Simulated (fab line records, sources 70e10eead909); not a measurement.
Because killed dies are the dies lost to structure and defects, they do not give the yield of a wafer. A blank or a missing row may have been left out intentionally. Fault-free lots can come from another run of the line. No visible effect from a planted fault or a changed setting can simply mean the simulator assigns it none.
fab line records	flow nand-harc
[record] lots = 13	wafers = 39	last-day = 35
route steps=1302 shown A_DECK1_JOINT@542 A_ONON_D2@549 END@1302
lots untouched by any fault: they come from a run of this same line in which no faults occurred
start-h: hours from the record's first day to the start of the lot's first wafer shown	wait-h: how many hours have passed since the lot's step before this one	" as in the row above	L1.1+2: one row covering several wafers at once	- no value present, or no start provided	* or withheld: withheld	< > ~ a bound
route shown NAME@n: names a module that has steps shown in the file, with the first one's number in the route	usual: mean and standard deviation over wafers with no fault	same: alike in all rows	chamber/n: place in a boat	sites: the reading at each site	_std_site: their standard deviation	_edge_site: the outer-site mean with the inner-site mean subtracted	radius-mm: for every site, how far away it sits from the centre of the wafer	mask NAME#n: copy n	behind: the last tool/chamber to shape the wafer	hold: why the lot went on hold/how many hours it stayed there/how the hold came to an end	device: the transistor (n, p or np) that didn't switch	end of line: tests of these same wafers at the route's end	for a step that has no rows: nothing shown but its recipe	killed: dies lost to structure and defects at the first sort, not the wafer's yield	map: dies across one wafer; x = killed, . = not, _ = none there
set.NAME: the setting the step ran with; set.NAME@STEP: the setting that earlier step ran with	model.NAME: the simulator's own value behind a step, which no gauge read
steps of the route over a sample of lots; a table a step, a row a wafer
services: from which hour (start-h, from the record's first day; less than 0 if before it) a tool's chamber was out of use, for how many hours, and why
[[steps]]
[step NHARC_A_DECK1_JOINT_DEP_16]
[recipe] target-thk-a = 450	temp-c = 400	pressure-torr = 6.5	rf-w = 900	teos-flow-sccm = 161.4	flow-sccm = 2650	target-thk-nm = 45	gas = O2	material = SiO2
[usual] heater-power-outer-w = 319/83	heater-power-w = 560/110	rf-fwd-power-W = 895.8/2.8	showerhead-vpp-V = 1882/93	throttle-valve-pct = 15.7/0.5
lot.wafer	tool	chamber	start-h	wait-h	heater-power-outer-w	heater-power-w	rf-fwd-power-W	showerhead-vpp-V	throttle-valve-pct
L604.2	pecvd-02	1	275.82	0.2	401	661	898.1	1894	15.9
L604.6	"	1	"	"	395	640	899.5	1930	15.6
L604.5	"	2	"	"	249	580	894.6	1745	15.7
L606.2	pecvd-02	0	298.24	0.1	478	773	892.3	1866	15.1
L606.4	"	1	"	"	387	630	892.4	1915	15.4
L606.5	"	2	"	"	290	627	893.7	1756	15.6
L607.3	pecvd-03	1	298.38	0.2	239	418	891.9	2061	16.3
L607.1	"	2	"	"	214	451	897.4	2035	16.5
L607.2	"	0	"	"	234	434	900.5	1891	15.3
L609.2	pecvd-01	2	341.99	0.2	277	508	901.7	1901	15.4
L609.4	"	0	"	"	388	608	898.9	1761	16.1
L609.5	"	1	"	"	307	534	896.2	1860	16.0
L618.1	pecvd-01	1	412.28	0.2	286	513	893.6	1871	16.0
L618.2	"	2	"	"	353	599	893.9	1867	15.6
L618.4	"	2	"	"	359	610	894.0	1874	15.5
L619.1	pecvd-01	1	412.46	0.4	221	401	895.9	1860	16.5
L619.5	"	1	"	"	216	396	894.7	1834	16.4
L619.6	"	2	"	"	334	590	896.5	1863	15.5
L620.2	pecvd-02	2	430.77	0.1	303	627	895.3	1752	16.2
L620.3	"	0	"	"	434	683	897.1	1888	14.8
L620.6	"	0	"	"	428	699	895.3	1923	14.8
L621.1	pecvd-02	1	441.75	0.1	353	567	892.8	1907	15.5
L621.4	"	2	"	"	380	712	889.1	1783	16.0
L621.5	"	0	"	"	397	643	897.2	1907	14.7
L622.3	pecvd-02	0	461.94	0.1	420	682	901.1	1906	14.8
L622.1	"	1	"	"	348	563	899.0	1926	15.4
L622.5	"	1	"	"	344	560	900.6	1914	15.7
L624.2	pecvd-03	0	476.67	0.1	242	431	899.6	1884	15.2
L624.4	"	0	"	"	239	427	897.4	1848	15.1
L624.5	"	1	"	"	197	377	896.6	2061	16.3
L625.3	pecvd-01	0	485.92	0.1	290	478	896.8	1778	16.5
L625.5	"	2	"	"	338	585	895.4	1874	15.6
L625.6	"	1	"	"	314	539	894.4	1865	16.1
L626.2	pecvd-02	1	485.93	0.1	300	494	892.9	1885	15.5
L626.3	"	0	"	"	431	709	898.0	1898	15.0
L626.5	"	0	"	"	422	714	894.4	1904	14.6
L627.2	pecvd-03	0	501.11	0.1	258	433	898.7	1868	15.1
L627.3	"	1	"	"	235	428	897.3	2053	16.2
L627.4	"	1	"	"	235	417	893.1	2029	16.3
[step NHARC_A_ONON_D2_DEP_06]
[recipe] target-thk-a = 10000	n2-flow-sccm = 2750	n2o-flow-sccm = 2000	nh3-flow-sccm = 500	sih4-flow-sccm = 210	temp-c = 400
[usual] n2-flow-sccm = 2750/8.7	nh3-flow-sccm = 499.8/1.6
lot.wafer	tool	chamber	start-h	wait-h	n2-flow-sccm	nh3-flow-sccm
L604.2	pecvd-onon-02	0	277.37	0.1	2738	499.0
L604.5	"	0	"	"	2749	498.2
L604.6	"	0	"	"	2739	497.5
L606.2	pecvd-onon-04	0	299.82	0.1	2760	497.3
L606.4	"	0	"	"	2760	497.8
L606.5	"	0	"	"	2757	500.2
L607.1	pecvd-onon-02	0	299.89	0.1	2749	499.8
L607.2	"	0	"	"	2748	500.0
L607.3	"	0	"	"	2747	501.9
L609.2	pecvd-onon-02	0	343.83	0.1	2742	501.5
L609.4	"	0	"	"	2742	500.8
L609.5	"	0	"	"	2761	499.9
L618.1	pecvd-onon-01	0	413.77	0.1	2764	496.0
L618.2	"	0	"	"	2761	497.4
L618.4	"	0	"	"	2758	496.7
L619.1	pecvd-onon-02	0	413.95	0.1	2756	497.9
L619.5	"	0	"	"	2761	499.7
L619.6	"	0	"	"	2760	500.8
L620.2	pecvd-onon-04	0	432.32	0.1	2732	501.0
L620.3	"	0	"	"	2740	499.1
L620.6	"	0	"	"	2749	501.0
L621.1	pecvd-onon-01	0	443.26	0.1	2750	498.4
L621.4	"	0	"	"	2745	500.6
L621.5	"	0	"	"	2741	499.5
L622.1	pecvd-onon-02	0	463.46	0.1	2745	500.7
L622.3	"	0	"	"	2753	501.4
L622.5	"	0	"	"	2747	499.2
L624.2	pecvd-onon-01	0	478.25	0.1	2752	499.2
L624.4	"	0	"	"	2757	497.8
L624.5	"	0	"	"	2746	499.3
L625.3	pecvd-onon-01	0	487.51	0.2	2747	502.1
L625.5	"	0	"	"	2753	500.0
L625.6	"	0	"	"	2747	500.5
L626.2	pecvd-onon-02	0	487.54	0.1	2755	500.8
L626.3	"	0	"	"	2748	499.4
L626.5	"	0	"	"	2748	499.6
L627.2	pecvd-onon-01	0	503.27	0.2	2743	501.7
L627.3	"	0	"	"	2757	502.7
L627.4	"	0	"	"	2753	501.2
[step NHARC_A_ONON_D2_THK_MEAS_08]
[recipe] thk-meas-gauge = ellipsometry
[usual] thk-nm = 1003/11
lot.wafer	tool	chamber	start-h	wait-h	thk-nm
L604.2	film-metro-01	-	277.83	-	1013
L604.5	"	-	"	"	1011
L604.6	"	-	"	"	1011
L606.2	film-metro-02	-	300.27	-	982
L606.4	"	-	"	"	983
L606.5	"	-	"	"	982
L607.1	film-metro-02	-	300.40	-	996
L607.2	"	-	"	"	997
L607.3	"	-	"	"	998
L609.2	film-metro-01	-	344.28	-	731
L609.4	"	-	"	"	1017
L609.5	"	-	"	"	1017
L618.1	film-metro-01	-	414.29	-	999
L618.2	"	-	"	"	997
L618.4	"	-	"	"	998
L619.1	film-metro-01	-	414.46	-	1016
L619.5	"	-	"	"	1018
L619.6	"	-	"	"	1017
L620.2	film-metro-02	-	432.77	-	1000
L620.3	"	-	"	"	999
L620.6	"	-	"	"	1000
L621.1	film-metro-01	-	443.78	-	1002
L621.4	"	-	"	"	1002
L621.5	"	-	"	"	1000
L622.1	film-metro-02	-	463.97	-	1003
L622.3	"	-	"	"	1004
L622.5	"	-	"	"	1004
L624.2	film-metro-01	-	478.70	-	1002
L624.4	"	-	"	"	1002
L624.5	"	-	"	"	1004
L625.3	film-metro-02	-	487.91	-	987
L625.5	"	-	"	"	989
L625.6	"	-	"	"	987
L626.2	film-metro-02	-	487.99	-	992
L626.3	"	-	"	"	993
L626.5	"	-	"	"	993
L627.2	film-metro-02	-	503.72	-	1010
L627.3	"	-	"	"	1010
L627.4	"	-	"	"	1011
[step NHARC_END_SORT_01]
[recipe] temp-c = 25
[usual] killed-at-array = 62/22	killed-at-other = 1.0/1.4	killed-at-periphery = 4.2/2.8	killed-dies = 67/23	killed-open = 3.1/1.7	killed-short = 2.1/1.5
[same] gross-dies = 677
lot.wafer	tool	chamber	start-h	wait-h	killed-at-array	killed-at-other	killed-at-periphery	killed-dies	killed-open	killed-short
L606.2	prober-01	0	588.71	2.8	72	0	2	74	0	1
L606.4	prober-01	0	590.29	3.4	64	0	6	70	2	1
L606.5	prober-01	0	591.08	3.7	76	0	10	86	4	1
L609.2	prober-01	0	630.54	2.8	674	0	3	677	3	1
L609.4	prober-01	0	632.14	3.4	97	0	7	104	4	1
L609.5	prober-01	0	632.94	3.7	83	1	2	86	3	1
L618.1	prober-01	0	706.43	2.5	61	0	1	62	0	1
L618.2	prober-01	0	707.23	2.8	53	0	4	57	4	2
L618.4	prober-01	0	708.83	3.4	49	0	3	52	1	3
L619.1	prober-01	0	714.24	2.5	78	1	0	79	0	3
L619.5	prober-01	0	717.43	3.7	79	0	3	82	3	2
L619.6	prober-01	0	718.22	4.0	82	2	1	85	4	2
L621.1	prober-01	0	731.63	2.5	33	0	2	35	3	2
L621.4	prober-01	0	734.02	3.4	32	0	1	33	5	0
L621.5	prober-01	0	734.81	3.7	34	0	1	35	4	2
// killed by level:class
L606.2 A_CHANNEL_HOLE_D1:chamber-film-flake=34 A_CHANNEL_HOLE_D2:chamber-film-flake=32 A_STAIRCASE:chamber-film-flake=3 P_GATE:chamber-film-flake=2 A_CONTACT:chamber-film-flake=2 A_CHANNEL_FILL_D2:geometric-particle:short=1
L606.4 A_CHANNEL_HOLE_D1:chamber-film-flake=28 A_CHANNEL_HOLE_D2:chamber-film-flake=25 P_GATE:chamber-film-flake=5 A_CONTACT:chamber-film-flake=4 A_STAIRCASE:chamber-film-flake=2 P_M2:geometric-particle:open=1 A_SOURCE_PLATE:geometric-particle:open=1 A_WL_FILL:geometric-particle:short=1
L606.5 A_CHANNEL_HOLE_D2:chamber-film-flake=34 A_CHANNEL_HOLE_D1:chamber-film-flake=29 P_GATE:chamber-film-flake=8 A_CONTACT:chamber-film-flake=5 A_ZERO_WELL:chamber-film-flake=2 P_GATE:geometric-particle:open=1 P_M0:geometric-particle:open=1 A_ONON_D1:geometric-particle:open=1
L609.2 A_ONON_D2:area-dep=568 A_CHANNEL_HOLE_D2:chamber-film-flake=32 A_SLIT:chamber-film-flake=32 A_CHANNEL_HOLE_D1:chamber-film-flake=30 A_CONTACT:chamber-film-flake=7 P_M1:chamber-film-flake=2 A_CHANNEL_HOLE_D1:geometric-particle:open=1 A_ONON_D2:geometric-particle:short=1
L609.4 A_CHANNEL_HOLE_D1:chamber-film-flake=31 A_SLIT:chamber-film-flake=30 A_CHANNEL_HOLE_D2:chamber-film-flake=26 A_CONTACT:chamber-film-flake=5 P_GATE:chamber-film-flake=3 P_STI:geometric-particle:short=1 P_M0:geometric-particle:open=1 A_CHANNEL_FILL_D1:geometric-particle:open=1
L609.5 A_SLIT:chamber-film-flake=27 A_CHANNEL_HOLE_D2:chamber-film-flake=26 A_CHANNEL_HOLE_D1:chamber-film-flake=18 A_CONTACT:chamber-film-flake=6 A_DECK1_JOINT:chamber-film-flake=2 P_CONTACT:geometric-particle:open=1 A_DECK1_JOINT:geometric-particle:open=1 A_M0:geometric-particle:open=1
L618.1 A_CHANNEL_HOLE_D2:chamber-film-flake=37 A_CHANNEL_HOLE_D1:chamber-film-flake=14 A_SLIT:chamber-film-flake=3 A_STAIRCASE:chamber-film-flake=2 A_CONTACT:chamber-film-flake=2 A_WL_FILL:geometric-particle:short=1 P_GATE:chamber-film-flake=1 A_WL_FILL:chamber-film-flake=1
L618.2 A_CHANNEL_HOLE_D2:chamber-film-flake=27 A_CHANNEL_HOLE_D1:chamber-film-flake=12 A_CONTACT:chamber-film-flake=5 A_SLIT:chamber-film-flake=4 P_CONTACT:geometric-particle:open=2 P_STI:geometric-particle:open=1 A_ONON_D2:geometric-particle:short=1 A_CHANNEL_FILL_D2:geometric-particle:short=1
L618.4 A_CHANNEL_HOLE_D2:chamber-film-flake=29 A_CHANNEL_HOLE_D1:chamber-film-flake=11 A_CONTACT:chamber-film-flake=4 P_CONTACT:geometric-particle:short=2 A_WL_FILL:chamber-film-flake=2 A_ONON_D1:geometric-particle:short=1 A_WL_FILL:geometric-particle:open=1 P_STI:chamber-film-flake=1
L619.1 A_SLIT:chamber-film-flake=39 A_CHANNEL_HOLE_D1:chamber-film-flake=28 A_STAIRCASE:chamber-film-flake=4 A_CONTACT:chamber-film-flake=4 A_ONON_D1:geometric-particle:short=1 A_CHANNEL_FILL_D1:geometric-particle:short=1 A_ONON_D2:geometric-particle:short=1 THIN_TSV:chamber-film-flake=1
L619.5 A_SLIT:chamber-film-flake=35 A_CHANNEL_HOLE_D1:chamber-film-flake=31 A_CONTACT:chamber-film-flake=6 A_ONON_D1:geometric-particle:open=2 P_BONDPAD:chamber-film-flake=2 A_SGD_CUT:chamber-film-flake=2 P_CONTACT:geometric-particle:open=1 A_CHANNEL_FILL_D1:geometric-particle:short=1
L619.6 A_SLIT:chamber-film-flake=34 A_CHANNEL_HOLE_D1:chamber-film-flake=32 A_STAIRCASE:chamber-film-flake=4 A_CONTACT:chamber-film-flake=4 A_ONON_D2:geometric-particle:open=2 A_WL_FILL:chamber-film-flake=2 A_CHANNEL_FILL_D2:geometric-particle:short=1 A_WL_FILL:geometric-particle:open=1
L621.1 A_CHANNEL_HOLE_D1:chamber-film-flake=12 A_SLIT:chamber-film-flake=5 A_CONTACT:chamber-film-flake=3 P_ZERO_WELL:chamber-film-flake=2 A_DECK1_JOINT:chamber-film-flake=2 A_CHANNEL_FILL_D2:chamber-film-flake=2 A_STAIRCASE:chamber-film-flake=2 A_ONON_D1:geometric-particle:open=1
L621.4 A_CHANNEL_HOLE_D1:chamber-film-flake=12 A_SLIT:chamber-film-flake=6 A_STAIRCASE:chamber-film-flake=3 A_CONTACT:chamber-film-flake=3 A_M0:geometric-particle:open=2 A_CHANNEL_HOLE_D1:geometric-particle:open=1 A_SLIT:geometric-particle:open=1 A_CONTACT:geometric-particle:open=1
L621.5 A_CHANNEL_HOLE_D1:chamber-film-flake=12 A_SLIT:chamber-film-flake=5 A_ZERO_WELL:chamber-film-flake=2 A_CHANNEL_FILL_D1:chamber-film-flake=2 A_DECK1_JOINT:chamber-film-flake=2 A_STAIRCASE:chamber-film-flake=2 A_CONTACT:chamber-film-flake=2 A_SOURCE_PLATE:geometric-particle:open=1
[[services]]
tool	chamber	start-h	hours	kind
pecvd-onon-01	-	269.00	13.0	pm
pecvd-03	-	277.30	0.9	repair
pecvd-onon-02	-	309.62	2.4	repair
pecvd-onon-04	-	311.39	13.0	pm
pecvd-02	1	328.06	10.2	repair
pecvd-01	-	328.99	13.0	pm
pecvd-01	0	328.99	13.0	vent-cycle
pecvd-01	1	328.99	13.0	vent-cycle
pecvd-03	1	361.79	13.5	repair
pecvd-03	-	366.43	13.0	pm
pecvd-onon-02	-	366.51	13.0	pm
pecvd-02	1	395.68	11.8	repair
pecvd-02	-	408.35	13.0	pm
pecvd-02	0	408.35	13.0	vent-cycle
pecvd-02	1	408.35	13.0	vent-cycle
pecvd-02	2	408.35	13.0	vent-cycle
pecvd-02	0	421.35	-	clean
pecvd-02	1	421.35	-	clean
pecvd-02	2	421.35	-	clean
pecvd-onon-01	-	439.15	2.5	repair
pecvd-onon-01	-	450.00	13.0	pm
pecvd-01	1	459.17	21.9	repair
pecvd-02	2	480.54	13.4	repair
pecvd-onon-04	-	492.39	13.0	pm
[[key]]
[first-sign] step = NHARC_A_ONON_D2_THK_MEAS_08	reading = thk-nm	direction = down	sigmas = 24	usual = 1003	struck = 731
[effect] step = NHARC_END_SORT_01	reading = killed-at-array	direction = up	sigmas = 27	usual = 62	struck = 674
[more-kills-born-at] NHARC_A_ONON_D2_DEP_06@pecvd-onon-02 = 568
met-at NHARC_A_ONON_D2_DEP_06
struck-lots L609
struck-wafers L609.2
later-rows-left-out L609.2
tester-left-out L609
not-acting-at NHARC_A_DECK1_JOINT_DEP_16
onset-between 299.89 343.83
[fault] kind = process-parameter-drift	tool = pecvd-onon-02	chamber = -	onset-h = 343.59	steps = NHARC_A_ONON_D2_DEP_06	channel = target-thk-a	offset = *	shape = step	end-h = 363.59	scope = struck-wafers-only	acts-in = *	stated = *
// tester-left-out: of these lots the tester's yield and bins aren't shown, on N5 and GAA mostly nor the transistor test; their killed dies are dies lost to structure and defects alone, not to doping, threshold or leakage, so they don't give the yield
// later-rows-left-out: the simulator's readings of these wafers behind a module that went badly wrong aren't trusted and aren't shown, but for the sort
